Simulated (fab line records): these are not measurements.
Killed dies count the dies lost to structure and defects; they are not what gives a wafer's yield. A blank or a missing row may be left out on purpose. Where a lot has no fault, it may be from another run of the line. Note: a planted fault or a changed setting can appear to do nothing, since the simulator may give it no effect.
A struck lot beside a sound one	flow nandHarc	39 steps out of a route of 1302
Sound: wafers L617.1, L617.5, L617.6. Struck: wafers L628.1, L628.4, L628.5. Last of all comes the cause.
Order at every step that has rows: each side's tool, ch and its chambers, its first start. Under that, the readings that differ: sound wafers	struck wafers	difference of the means	sigmas: that difference in standard deviations of wafers without a fault.
alike: readings with means less than 2 such deviations apart, plus words and numbers identical on both sides. not compared: withheld readings, readings lacking a value on some wafer, bounds such as >300 that could conceal the same value, and numbers that have no deviation in the record and whose values overlap.
The two part at a step that has a row with sigmas, a row that says differs or no value, or rows on one side only. When numbers do not overlap yet have no deviation, they are printed without sigmas and do not part them. A reading missing from all wafers of one side parts the sides only when that side holds two or more wafers.

first, 11 steps without rows for these wafers: NHARC_A_STAIRCASE_SOFTBAKE_212 (time 170 s); NHARC_A_STAIRCASE_EBR_213; NHARC_A_STAIRCASE_EXPOSE_214 (exposes mask STAIR 3); NHARC_A_STAIRCASE_PEB_215 (peb time 130 s); NHARC_A_STAIRCASE_DEVELOP_216 (time 140 s); NHARC_A_STAIRCASE_HARDBAKE_218 (time 140 s); NHARC_A_STAIRCASE_DESCUM_219 (chemistry O2, time 3 s); NHARC_A_STAIRCASE_TRIM_220 (chemistry O2, time 211.2 s); NHARC_A_STAIRCASE_ETCH_221 (etches the open film in C4F8/O2, target depth 100 nm, time 40.5 s); NHARC_A_STAIRCASE_TRIM_222 (chemistry O2, time 211.2 s); NHARC_A_STAIRCASE_ETCH_223 (etches the open film in C4F8/O2, target depth 100 nm, time 40.5 s).
NHARC_A_STAIRCASE_TRIM_224: chemistry O2, time 211.2 s.
  sound on rieDiel-01 ch 0,1,2, day 17 19:49; struck on rieDiel-01 ch 0,3, day 22 02:14
  alike: drypumpMotorCurrentA, oesProductAu, rfVppV, showerheadPlenumPTorr, throttleValvePct
  not compared: rfHoursCounterH
NHARC_A_STAIRCASE_ETCH_225: etches the open film in C4F8/O2, target depth 100 nm, time 40.5 s.
  sound on rieDiel-01 ch 1,2; struck on rieDiel-01 ch 0,1,2
  alike: oesProductAu, rfVppV
  not compared: rfHoursCounterH
NHARC_A_STAIRCASE_TRIM_226: chemistry O2, time 211.2 s.
  sound on rieDiel-01 ch 0,2,3; struck on rieDiel-01 ch 0,1,3
  alike: drypumpMotorCurrentA, oesProductAu, rfVppV, showerheadPlenumPTorr, throttleValvePct
  not compared: rfHoursCounterH
then, 7 steps without rows for these wafers: NHARC_A_STAIRCASE_ETCH_227 (etches the open film in C4F8/O2, target depth 100 nm, time 40.5 s); NHARC_A_STAIRCASE_TRIM_229 (chemistry O2, time 211.2 s); NHARC_A_STAIRCASE_ETCH_230 (etches the open film in C4F8/O2, target depth 100 nm, time 40.5 s); NHARC_A_STAIRCASE_TRIM_231 (chemistry O2, time 211.2 s); NHARC_A_STAIRCASE_ETCH_232 (etches the open film in C4F8/O2, target depth 100 nm, time 40.5 s); NHARC_A_STAIRCASE_TRIM_233 (chemistry O2, time 211.2 s); NHARC_A_STAIRCASE_ETCH_234 (etches the open film in C4F8/O2, target depth 100 nm, time 40.5 s).
NHARC_A_STAIRCASE_TRIM_235: chemistry O2, time 211.2 s.
  sound on rieDiel-05 ch 0,1,3; struck on rieDiel-09 ch 2,3
reading	sound	struck	difference	sigmas
oesProductAu (a.u.)	0.981 0.996 0.995	1.015 1.010 0.997	+0.017	+2
  alike: drypumpMotorCurrentA, rfVppV, showerheadPlenumPTorr, throttleValvePct
  not compared: rfHoursCounterH
then, 14 steps without rows for these wafers: NHARC_A_STAIRCASE_ETCH_236 (etches the open film in C4F8/O2, target depth 100 nm, time 40.5 s); NHARC_A_STAIRCASE_STRIP_238 (strips in O2); NHARC_A_STAIRCASE_STRIP_239 (strips in SPM, time 900 s); NHARC_A_STAIRCASE_PRECLEAN_240 (cleans in SC1); NHARC_A_STAIRCASE_SRD_241; NHARC_A_STAIRCASE_DEHYDRATE_242 (time 120 s); NHARC_A_STAIRCASE_HMDS_243 (time 30 s); NHARC_A_STAIRCASE_COAT_244; NHARC_A_STAIRCASE_SOFTBAKE_245 (time 170 s); NHARC_A_STAIRCASE_EBR_246; NHARC_A_STAIRCASE_EXPOSE_247 (exposes mask SDS 1); NHARC_A_STAIRCASE_PEB_248 (peb time 130 s); NHARC_A_STAIRCASE_DEVELOP_249 (time 140 s); NHARC_A_STAIRCASE_HARDBAKE_251 (time 140 s).
NHARC_A_STAIRCASE_DESCUM_252: chemistry O2, time 3 s.
  sound on rieDiel-09 ch 0,3, day 17 23:01; struck on rieDiel-09 ch 0,2, day 22 05:33
  alike: drypumpMotorCurrentA, oesProductAu, rfVppV, showerheadPlenumPTorr, throttleValvePct
  not compared: rfHoursCounterH
NHARC_A_STAIRCASE_ETCH_253: etches the open film in C4F8/O2, target depth 50 nm, time 20.2 s.
  sound on rieDiel-09 ch 1,2,3, day 17 23:07; struck on rieDiel-09 ch 2,3, day 22 05:40
  alike: oesProductAu, rfVppV
  not compared: rfHoursCounterH
-- jump in the record: it breaks off in module A_STAIRCASE and resumes in module END (first step shown: number 1302 of the route), and 8 days separate the struck wafers' starts before and after --
NHARC_END_SORT_01:
  at this point the record logs the struck wafers (prober-01 ch 0, day 30 01:58) and has no rows for the sound ones

== WHERE THEY PART ==
Earliest at NHARC_A_STAIRCASE_TRIM_235; latest, in this record, at NHARC_END_SORT_01.

WHY: what the simulator had put in
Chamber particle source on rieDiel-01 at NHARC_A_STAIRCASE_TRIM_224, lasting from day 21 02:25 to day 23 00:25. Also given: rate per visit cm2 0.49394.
